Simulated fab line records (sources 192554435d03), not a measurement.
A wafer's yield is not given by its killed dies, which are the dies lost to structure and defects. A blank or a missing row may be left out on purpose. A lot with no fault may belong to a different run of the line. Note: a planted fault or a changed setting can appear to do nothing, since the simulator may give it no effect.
Chamber matching | flow n5_finfet | rie_diel-04 running N5_BEOL_M15_ETCH_59: 4 sister chambers
The step etches BARC in N2/H2, target depth 89 nm, overetch 26.7 nm, time 67.9 s. 7 wafers are shown with their chamber, then 8 later ones without.

## WAFERS, EACH WITH ITS CHAMBER
wafer  | chamber | drypump_motor_current_A (A) | throttle_valve_pct (%)
L079.2 | 1       | 5.5                         | 18.21
L084.1 | 3       | 6.0                         | 17.46
L084.2 | 0       | 5.3                         | 17.94
L085.2 | 3       | 6.0                         | 17.47
L085.3 | 2       | 5.9                         | 17.64
L085.5 | 2       | 5.9                         | 17.65
L086.1 | 0       | 5.4                         | 17.95

## WAFERS WHOSE CHAMBER IS MISSING
wafer  | drypump_motor_current_A (A) | throttle_valve_pct (%)
L086.4 | 5.4                         | 18.23
L086.6 | 5.4                         | 17.96
L094.1 | 5.4                         | 18.24
L094.5 | 5.4                         | 18.25
L094.6 | 5.3                         | 17.95
L096.2 | 5.4                         | 18.26
L096.3 | 6.0                         | 17.48
L096.5 | 5.4                         | 18.27

## EACH ONE'S CHAMBER
wafer  | from the rows above | in truth
L086.4 | 1                   | 1
L086.6 | 0                   | 0
L094.1 | 1                   | 1
L094.5 | 1                   | 1
L094.6 | 0                   | 0
L096.2 | 1                   | 1
L096.3 | 3                   | 3
L096.5 | 1                   | 1
Correctly placed: 8 of 8. Left unplaced by these rows: 0. Number placed wrongly: 0.
How it was worked out, from the rows above alone: a wafer's distance from a chamber is the root of the sum, over the readings, of the square of ((its reading less the chamber's mean) divided by the reading's scatter). If the next closest chamber is less than 2 further off than the closest, the wafer can't be placed; otherwise it belongs to the closest. For every chamber, the mean is computed from those of its wafers that are shown. The scatter: take each reading less its chamber's mean, square it, sum over the shown wafers, divide by the number of wafers less the number of chambers, and take the root.
